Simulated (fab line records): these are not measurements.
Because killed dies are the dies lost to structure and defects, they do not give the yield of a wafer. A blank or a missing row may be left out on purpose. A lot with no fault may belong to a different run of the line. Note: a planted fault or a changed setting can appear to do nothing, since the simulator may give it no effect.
Matching of chambers | flow nand harc | NHARC_A_BONDPAD_DEP_00 on pecvd-03 has 3 sister chambers
The step deposits SiCN, target thk 250 nm. 3 wafers are shown with their chamber, then 6 later ones without.

EACH WAFER AND ITS CHAMBER
wafer  | chamber | heater power w (W)
L706.4 | 0       | 434
L712.2 | 1       | 636
L712.3 | 2       | 457

WAFERS WITH NO CHAMBER GIVEN
wafer  | heater power w (W)
L712.6 | 524
L713.3 | 432
L713.6 | 666
L718.3 | 464
L718.4 | 674
L718.6 | 474

WHICH CHAMBER EACH WENT THROUGH
wafer  | from the rows above          | in truth
L712.6 | can't be placed: 2 or 0 or 1 | 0
L713.3 | can't be placed: 0 or 2      | 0
L713.6 | 1                            | 1
L718.3 | can't be placed: 2 or 0      | 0
L718.4 | 1                            | 1
L718.6 | can't be placed: 2 or 0      | 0
Placed correctly: 2 of 6. Cannot be placed on the basis of these rows: 4; the candidates contain the true chamber in 4. Placed wrongly: 0.
How it was worked out, from the rows above alone: a wafer's distance from a chamber is the root of the sum, over the readings, of the square of ((its reading less the chamber's mean) divided by the reading's scatter). The wafer belongs to the nearest chamber; if the next one is less than 2 further off, it can't be placed. The mean given for a chamber averages the wafers shown for that chamber. The scatter: with one shown wafer a chamber, the root of the mean of the squares of how far each hidden wafer lies from its nearest shown one.
